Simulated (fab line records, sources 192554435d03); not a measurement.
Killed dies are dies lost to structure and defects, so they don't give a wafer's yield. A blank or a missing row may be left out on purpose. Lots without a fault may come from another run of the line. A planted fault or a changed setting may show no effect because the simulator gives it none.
Which tool did it? | flow n5_finfet | 8 lots, 24 wafers sampled, at 1 step of a route of 1938

WHAT THE GAUGES READ, wafer by wafer
N5_BEOL_M4_RC_MEAS_101. Usual: DIBL_N 36.4 mV/V, standard deviation 1.5; DIBL_P 36.6 mV/V, standard deviation 1.9; IOFF_N 0.155 nA/um, standard deviation 0.021; IOFF_P 0.211 nA/um, standard deviation 0.028; ION_N 671 uA/um, standard deviation 8.6; ION_P 462 uA/um, standard deviation 5.8; SS_N 71.5 mV/dec, standard deviation 0.5; SS_P 73.4 mV/dec, standard deviation 0.58; VT_N 250.1 mV, standard deviation 2.4; VT_P -250.1 mV, standard deviation 3.
lot  | measured     | on        | DIBL_N (mV/V)  | DIBL_P (mV/V)  | IOFF_N (nA/um)    | IOFF_P (nA/um)    | ION_N (uA/um) | ION_P (uA/um) | SS_N (mV/dec)  | SS_P (mV/dec)  | VT_N (mV)         | VT_P (mV)            | flag
L726 | day 8 08:29  | prober-01 | 35.7 36.7 35.8 | 35.7 36.6 35.5 | 0.152 0.157 0.149 | 0.207 0.215 0.198 | 677 676 664   | 464 468 460   | 71.3 71.8 71.7 | 73.3 73.8 74.5 | 249.9 249.4 251.1 | -250.3 -251.7 -249.5 |
L727 | day 8 10:45  | prober-01 | 36.4 36.8 36.8 | 37.3 37.6 38.0 | 0.155 0.159 0.158 | 0.241 0.256 0.251 | 671 664 675   | 472 466 469   | 71.1 70.7 71.4 | 73.9 73.5 74.1 | 248.2 248.4 250.2 | -247.0 -247.3 -246.1 |
L736 | day 10 21:17 | prober-02 | 38.7 37.9 35.8 | 38.5 37.2 34.8 | 0.179 0.162 0.128 | 0.225 0.197 0.170 | 667 675 660   | 459 458 449   | 71.6 72.3 71.3 | 74.1 73.1 73.0 | 249.6 250.2 255.4 | -251.0 -252.6 -253.6 |
L739 | day 11 04:29 | prober-02 | 36.9 36.0 34.8 | 36.7 35.0 33.6 | 0.175 0.158 0.136 | 0.236 0.202 0.183 | 675 670 655   | 459 460 455   | 70.7 71.4 71.3 | 73.8 73.5 72.8 | 246.6 248.5 252.5 | -248.5 -249.7 -252.3 |
L738 | day 11 04:31 | prober-01 | 36.8 36.4 37.2 | 35.7 34.3 35.9 | 0.153 0.132 0.162 | 0.200 0.178 0.203 | 669 669 672   | 461 457 461   | 71.3 71.5 72.4 | 73.3 72.7 72.8 | 250.2 254.0 247.5 | -250.9 -251.9 -250.6 |
L744 | day 12 16:26 | prober-01 | 36.9 37.9 37.3 | 37.3 38.5 37.8 | 0.160 0.186 0.171 | 0.221 0.218 0.209 | 665 686 677   | 459 461 460   | 71.8 71.9 71.3 | 73.4 73.7 73.5 | 252.5 247.3 247.6 | -247.9 -250.5 -250.5 |
L745 | day 12 20:07 | prober-01 | 36.3 37.1 36.7 | 36.7 38.9 37.9 | 0.151 0.177 0.158 | 0.195 0.230 0.207 | 665 673 665   | 456 466 453   | 71.5 71.9 72.0 | 73.4 74.6 74.0 | 249.9 247.2 250.0 | -251.6 -249.3 -247.9 |
L748 | day 13 20:34 | prober-02 | 37.5 36.8 38.2 | 37.3 37.3 38.1 | 0.160 0.155 0.175 | 0.168 0.173 0.183 | 675 675 691   | 452 458 461   | 72.1 70.9 71.8 | 73.6 73.6 73.1 | 248.8 248.2 247.3 | -257.4 -256.5 -256.1 |

WHICH TOOL RAN EACH LOT (tool, then ch and the chambers of the sampled wafers, then the start)
The record holds no process step before these readings.

WHAT THE TOOLS THEMSELVES READ (means of the sampled wafers that have a number; where no wafer has one, the mark that the record gives instead)
The record holds no such reading with a usual standard deviation.

THE ANSWER, worked out from the rows above alone
Rule: a lot is off if the mean of its wafers that have a number lies more than 3 standard deviations from the usual mean. A lot without any number at a reading at which 4 lots or more have one is off too. The other lots that the step has rows for count as sound. The gauges are gone through in route order, then the tools' own readings, and for those a lot's mean is taken as printed above. The first step at which some lot is off is used, and at that step the reading that is off furthest; a lot without a number counts as furthest.
No lot is off at any reading shown: from this, nothing can be told.

WHAT THE SIMULATOR HAD PUT IN
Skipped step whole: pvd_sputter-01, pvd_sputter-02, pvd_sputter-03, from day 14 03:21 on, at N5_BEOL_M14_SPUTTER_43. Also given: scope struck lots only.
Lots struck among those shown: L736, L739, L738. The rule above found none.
